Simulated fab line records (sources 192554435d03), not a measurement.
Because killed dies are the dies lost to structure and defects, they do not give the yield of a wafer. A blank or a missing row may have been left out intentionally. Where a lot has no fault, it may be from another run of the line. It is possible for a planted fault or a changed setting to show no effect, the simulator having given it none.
Chamber matching / flow n5_finfet / 4 sister chambers for N5_BEOL_M0_SAQP_SPACER2_ETCHBACK_27 on rie_diel-06
The step etches SiO2 in CHF3/O2, target depth 22.5 nm, time 11.25 s. 8 wafers are shown with their chamber, then 7 later ones without.

## WAFERS PAIRED WITH THEIR CHAMBERS
wafer=L074.2; chamber=1; showerhead_plenum_p_Torr (Torr)=2.32; drypump_motor_current_A (A)=5.9
wafer=L079.3; chamber=1; showerhead_plenum_p_Torr (Torr)=2.32; drypump_motor_current_A (A)=5.9
wafer=L079.5; chamber=2; showerhead_plenum_p_Torr (Torr)=2.33; drypump_motor_current_A (A)=5.5
wafer=L081.6; chamber=0; showerhead_plenum_p_Torr (Torr)=2.50; drypump_motor_current_A (A)=5.5
wafer=L087.5; chamber=3; showerhead_plenum_p_Torr (Torr)=2.30; drypump_motor_current_A (A)=6.4
wafer=L087.6; chamber=0; showerhead_plenum_p_Torr (Torr)=2.49; drypump_motor_current_A (A)=5.5
wafer=L088.2; chamber=3; showerhead_plenum_p_Torr (Torr)=2.30; drypump_motor_current_A (A)=6.4
wafer=L088.3; chamber=2; showerhead_plenum_p_Torr (Torr)=2.32; drypump_motor_current_A (A)=5.4

## WAFERS WITH NO CHAMBER GIVEN
wafer=L088.6; showerhead_plenum_p_Torr (Torr)=2.32; drypump_motor_current_A (A)=5.4
wafer=L089.1; showerhead_plenum_p_Torr (Torr)=2.32; drypump_motor_current_A (A)=5.5
wafer=L089.4; showerhead_plenum_p_Torr (Torr)=2.49; drypump_motor_current_A (A)=5.5
wafer=L089.6; showerhead_plenum_p_Torr (Torr)=2.32; drypump_motor_current_A (A)=5.5
wafer=L090.1; showerhead_plenum_p_Torr (Torr)=2.29; drypump_motor_current_A (A)=6.4
wafer=L090.3; showerhead_plenum_p_Torr (Torr)=2.49; drypump_motor_current_A (A)=5.5
wafer=L090.4; showerhead_plenum_p_Torr (Torr)=2.32; drypump_motor_current_A (A)=5.4

## CHAMBER TAKEN BY EACH
wafer=L088.6; from the rows above=2; in truth=2
wafer=L089.1; from the rows above=2; in truth=2
wafer=L089.4; from the rows above=0; in truth=0
wafer=L089.6; from the rows above=2; in truth=2
wafer=L090.1; from the rows above=3; in truth=3
wafer=L090.3; from the rows above=0; in truth=0
wafer=L090.4; from the rows above=2; in truth=2
Placed correctly: 7 of 7. Left unplaced by these rows: 0. Wrongly placed: 0.
How it was worked out, from the rows above alone: a wafer's distance from a chamber is the root of the sum, over the readings, of the square of ((its reading less the chamber's mean) divided by the reading's scatter). The wafer belongs to the nearest chamber; if the next one is less than 2 further off, it can't be placed. The mean given for a chamber averages the wafers shown for that chamber. The scatter is the square root of a quotient: the sum, over the shown wafers, of each reading's squared deviation from its chamber's mean, divided by wafers minus chambers.
